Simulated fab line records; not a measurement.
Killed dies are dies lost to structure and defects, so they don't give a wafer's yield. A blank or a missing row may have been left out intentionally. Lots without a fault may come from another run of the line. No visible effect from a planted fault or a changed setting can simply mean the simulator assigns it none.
Which of the tools did it?    flow nand-harc    13 lots, 37 wafers sampled, at 5 steps of a route of 1302

== WHAT THE GAUGES SHOWED, per wafer ==
NHARC_A_BONDPAD_THK_MEAS_30: measures by ellipsometry. Usual: thk-nm 200.6 nm, standard deviation 1.6.
lot   measured      on             thk-nm (nm)        flag
L836  day 23 06:48  film-metro-01  200.9 202.2 198.7  
L837  day 24 04:02  film-metro-02  200.5 197.8 197.4  
L838  day 24 02:52  film-metro-01  199.3 199.7 201.4  
L841  day 26 05:28  film-metro-01  200.4 200.6 200.2  
L844  day 26 14:24  film-metro-01  199.1 198.9 202.0  
L845  day 26 19:52  film-metro-02  200.9 199.9 201.7  
L847  day 27 13:53  film-metro-02  200.3 199.3 197.8  
L848  day 27 17:59  film-metro-02  201.8 198.0 199.5  
L852  day 29 16:31  film-metro-01  200.1 202.1 200.3  
L854  day 30 13:51  film-metro-02  202.4 198.8 202.1  
L855  day 31 06:45  film-metro-01  199.5 200.9 200.7  
L857  day 32 10:50  film-metro-02  199.5              

NHARC_END_SORT_01. Usual: killed-at-array 52, standard deviation 17; killed-at-other 0.9, standard deviation 1.2; killed-at-periphery 3.9, standard deviation 2.7; killed-dies 57, standard deviation 16; killed-open 3.3, standard deviation 1.9; killed-short 2.5, standard deviation 1.5.
lot   measured      on         killed-at-array  killed-at-other  killed-at-periphery  killed-dies  killed-open  killed-short  flag
L857  day 33 21:41  prober-02  672 37           0 0              5 4                  677 41       2 7          2 2           OFF
L858  day 34 21:46  prober-01  675 675          0 0              2 2                  677 677      3 1          3 0           OFF

== EACH LOT AND THE TOOL THAT RAN IT (in order: tool; ch and the chambers of the sampled wafers; start) ==
lot   NHARC_A_CHANNEL_FILL_D1_ETCHBACK_19  NHARC_THIN_TSV_DESCUM_14            NHARC_THIN_TSV_CMP_21
L836  rie-si-01 ch 0,3, day 9 22:32        rie-diel-07 ch 0,1,3, day 23 22:49  cmp-02 ch 0,2,3, day 24 03:11
L837  rie-si-04 ch 0,3, day 10 10:19       rie-diel-07 ch 0,1, day 24 19:37    cmp-04 ch 1,3, day 25 00:01
L838  rie-si-01 ch 0,1,3, day 10 18:26     rie-diel-06 ch 0,2,3, day 24 20:43  cmp-01 ch 0,2,3, day 25 00:53
L841  rie-si-06 ch 0,1,3, day 12 11:28     rie-diel-06 ch 1,2,3, day 26 21:14  cmp-01 ch 0,1,3, day 27 01:26
L844  rie-si-04 ch 0,1,3, day 13 09:37     rie-diel-06 ch 0,2,3, day 27 09:42  cmp-02 ch 0,1,2, day 27 14:08
L845  rie-si-04 ch 0,1,2, day 13 19:20     rie-diel-06 ch 0,1,3, day 27 10:52  cmp-01 ch 0,1, day 27 15:32
L847  rie-si-01 ch 3, day 14 06:50         rie-diel-06 ch 1,2,3, day 28 05:25  cmp-02 ch 0,1,3, day 28 09:36
L848  rie-si-01 ch 2,3, day 14 21:56       rie-diel-06 ch 0,2, day 28 11:06    cmp-04 ch 0,1,2, day 28 15:14
L852  rie-si-06 ch 0,2, day 16 13:53       rie-diel-06 ch 0,1, day 30 09:50    cmp-04 ch 0,2,3, day 30 14:00
L854  rie-si-04 ch 1,2, day 17 11:40       rie-diel-03 ch 0,2, day 31 06:40    cmp-01 ch 0,1,2, day 31 10:49
L855  rie-si-06 ch 0,2,3, day 17 18:07     rie-diel-06 ch 0,2,3, day 32 02:50  cmp-02 ch 0,1,3, day 32 07:05
L857  rie-si-04 ch 0,3, day 18 16:31       rie-diel-06 ch 3, day 33 03:10      cmp-04 ch 3, day 33 07:38
L858  rie-si-04 ch 1,2, day 19 02:14       -                                   -
- NHARC_A_CHANNEL_FILL_D1_ETCHBACK_19: etches the open film in HBr/Cl2, target depth 5 nm, time 1.7 s.
- NHARC_THIN_TSV_DESCUM_14: chemistry O2, time 3 s.
- NHARC_THIN_TSV_CMP_21: polishes, t overpolish 30 s, target thk 2000 nm.

== WHAT THE TOOLS THEMSELVES READ (means of the sampled wafers that have a number; where no wafer has one, the mark that the record gives instead) ==
NHARC_A_CHANNEL_FILL_D1_ETCHBACK_19. Usual: drypump-motor-current-A 5.9 A, standard deviation 0.41; mfc-cl2-sccm 49.98 sccm, standard deviation 0.15; oes-product-au 1.000 a.u., standard deviation 0.0086; throttle-valve-pct 26.406 %, standard deviation 0.0096.
lot   tool       drypump-motor-current-A (A)  mfc-cl2-sccm (sccm)  oes-product-au (a.u.)  throttle-valve-pct (%)  flag
L836  rie-si-01  6.0                          49.96                1.000                  26.405                  
L837  rie-si-04  5.8                          49.97                1.004                  26.408                  
L838  rie-si-01  5.9                          50.13                0.995                  26.401                  
L841  rie-si-06  5.9                          49.90                0.998                  26.415                  
L844  rie-si-04  5.9                          50.00                0.998                  26.407                  
L845  rie-si-04  5.7                          49.92                0.995                  26.405                  
L847  rie-si-01  6.2                          50.00                1.002                  26.412                  
L848  rie-si-01  6.1                          50.08                0.988                  26.407                  
L852  rie-si-06  5.5                          49.91                1.006                  26.408                  
L854  rie-si-04  5.8                          50.03                1.005                  26.410                  
L855  rie-si-06  5.9                          49.95                0.992                  26.402                  
L857  rie-si-04  5.8                          50.06                1.010                  26.412                  
L858  rie-si-04  5.6                          50.00                1.001                  26.405                  

NHARC_THIN_TSV_DESCUM_14. Usual: drypump-motor-current-A 5.8 A, standard deviation 0.39; mfc-ar-sccm 0.012 sccm, standard deviation 0.0093; oes-product-au 1.001 a.u., standard deviation 0.0081; rf-vpp-V 58.1 V, standard deviation 0.84; showerhead-plenum-p-Torr 1.97 Torr, standard deviation 0.042; throttle-valve-pct 11.312 %, standard deviation 0.0091.
lot   tool         drypump-motor-current-A (A)  mfc-ar-sccm (sccm)  oes-product-au (a.u.)  rf-vpp-V (V)  showerhead-plenum-p-Torr (Torr)  throttle-valve-pct (%)  flag
L836  rie-diel-07  6.0                          0.012               0.999                  58.2          1.98                             11.312                  
L837  rie-diel-07  5.9                          0.008               0.998                  57.3          1.96                             11.311                  
L838  rie-diel-06  5.8                          0.008               0.999                  58.6          1.97                             11.309                  
L841  rie-diel-06  5.7                          0.009               0.994                  58.1          1.97                             11.310                  
L844  rie-diel-06  5.8                          0.008               0.999                  58.1          1.97                             11.307                  
L845  rie-diel-06  6.1                          0.010               0.995                  58.1          1.97                             11.322                  
L847  rie-diel-06  5.7                          0.009               0.997                  57.5          1.97                             11.321                  
L848  rie-diel-06  5.9                          0.011               1.007                  57.7          1.97                             11.308                  
L852  rie-diel-06  6.3                          0.012               1.004                  57.5          1.97                             11.307                  
L854  rie-diel-03  5.8                          0.003               1.004                  57.5          1.98                             11.316                  
L855  rie-diel-06  5.8                          0.008               0.999                  58.2          1.97                             11.306                  
L857  rie-diel-06  5.8                          0.004               0.993                  56.9          1.96                             11.322                  

NHARC_THIN_TSV_CMP_21. Usual: edge-zone-pressure-frac 1.000, standard deviation 0.0053; motor-current-A 11.9 A, standard deviation 1.1; overpolish-run-s 30.001 s, standard deviation 0.0094; retaining-ring-pressure-frac 1.000, standard deviation 0.0051.
lot   tool    edge-zone-pressure-frac  motor-current-A (A)  overpolish-run-s (s)  retaining-ring-pressure-frac  flag
L836  cmp-02  0.997                    12.6                 30.003                1.002                         
L837  cmp-04  0.999                    12.9                 29.995                1.005                         
L838  cmp-01  1.005                    11.5                 30.003                0.999                         
L841  cmp-01  1.000                    11.6                 29.998                1.002                         
L844  cmp-02  1.000                    12.2                 30.002                1.000                         
L845  cmp-01  0.997                    11.8                 29.998                1.001                         
L847  cmp-02  0.999                    12.9                 30.004                1.001                         
L848  cmp-04  1.001                    11.3                 30.006                1.001                         
L852  cmp-04  0.999                    10.4                 30.002                1.003                         
L854  cmp-01  0.997                    12.3                 29.997                1.001                         
L855  cmp-02  1.007                    13.0                 29.997                0.994                         
L857  cmp-04  1.001                    11.5                 29.993                1.004                         

== THE ANSWER, worked out from the rows above alone ==
Rule: a lot is off if the mean of its wafers that have a number lies more than 3 standard deviations from the usual mean. Also off: a lot with no number at a reading for which 4 or more lots have one. The other lots that the step has rows for count as sound. First the gauges in route order, then the tools' own readings, where a lot's mean is used as printed above. At the first step where some lot is off, the reading lying furthest off is the one used; lots without a number count as furthest.
Off: L857, L858 (NHARC_END_SORT_01, killed-dies). Neither off nor sound, because the step has no rows for them: L836, L837, L838, L841, L844, L845, L847, L848, L852, L854, L855.
If a tool, at a process step before that reading, ran all the lots that are off and no sound lot after the first of them, it fits. The gauges at NHARC_END_SORT_01 are tried like those tools. One fits: NHARC_A_CHANNEL_FILL_D1_ETCHBACK_19 on rie-si-04. It ran no sound lot before its first lot that is off in this sample, so the start can't be narrowed down.

== WHAT WAS PUT IN BY THE SIMULATOR ==
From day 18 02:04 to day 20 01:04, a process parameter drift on rie-si-04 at NHARC_A_CHANNEL_FILL_D1_ETCHBACK_19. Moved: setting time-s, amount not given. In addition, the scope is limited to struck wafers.
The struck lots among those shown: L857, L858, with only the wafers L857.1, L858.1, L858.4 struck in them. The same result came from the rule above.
